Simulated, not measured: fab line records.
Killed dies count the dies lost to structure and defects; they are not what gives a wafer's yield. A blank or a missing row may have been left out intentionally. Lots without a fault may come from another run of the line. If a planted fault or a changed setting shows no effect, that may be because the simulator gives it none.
Chamber matching ; flow nand-harc ; NHARC_A_BLC_ALD_23 on ald-metal-04: 4 sister chambers
The step deposits TiN, target thk 3 nm, pulse time 1 s, ald cycles 150. 7 wafers are shown with their chamber, then 10 later ones without.

## WAFERS PAIRED WITH THEIR CHAMBERS
wafer;chamber;heater-power-w (W);precursor-pulse-height-rel
L087.2;2;959;0.988
L087.4;3;1201;0.976
L088.1;1;993;1.011
L088.4;2;1034;0.999
L088.6;0;1381;1.039
L090.2;0;1403;1.042
L090.4;1;959;0.991

## WAFERS WITH NO CHAMBER GIVEN
wafer;heater-power-w (W);precursor-pulse-height-rel
L090.5;1132;0.982
L092.1;1192;0.973
L092.3;1001;1.009
L092.6;1209;1.038
L096.2;1017;1.025
L096.3;995;0.993
L096.4;1373;0.974
L097.1;990;1.022
L097.2;1228;0.998
L097.4;1433;0.978

## EACH ONE'S CHAMBER
wafer;from the rows above;in truth
L090.5;can't be placed: 3 or 2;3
L092.1;3;3
L092.3;can't be placed: 1 or 2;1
L092.6;can't be placed: 0 or 3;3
L096.2;can't be placed: 1 or 2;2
L096.3;can't be placed: 2 or 1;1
L096.4;3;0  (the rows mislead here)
L097.1;can't be placed: 1 or 2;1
L097.2;3;3
L097.4;can't be placed: 3 or 0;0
Correctly placed: 2 of 10. Not placeable from these rows: 7 (in 7, the candidates include the true chamber). Wrongly placed: 1.
How it was worked out, from the rows above alone: a wafer's distance from a chamber is the root of the sum, over the readings, of the square of ((its reading less the chamber's mean) divided by the reading's scatter). If the next closest chamber is less than 2 further off than the closest, the wafer can't be placed; otherwise it belongs to the closest. For every chamber, the mean is computed from those of its wafers that are shown. The scatter is the square root of a quotient: the sum, over the shown wafers, of each reading's squared deviation from its chamber's mean, divided by wafers minus chambers.
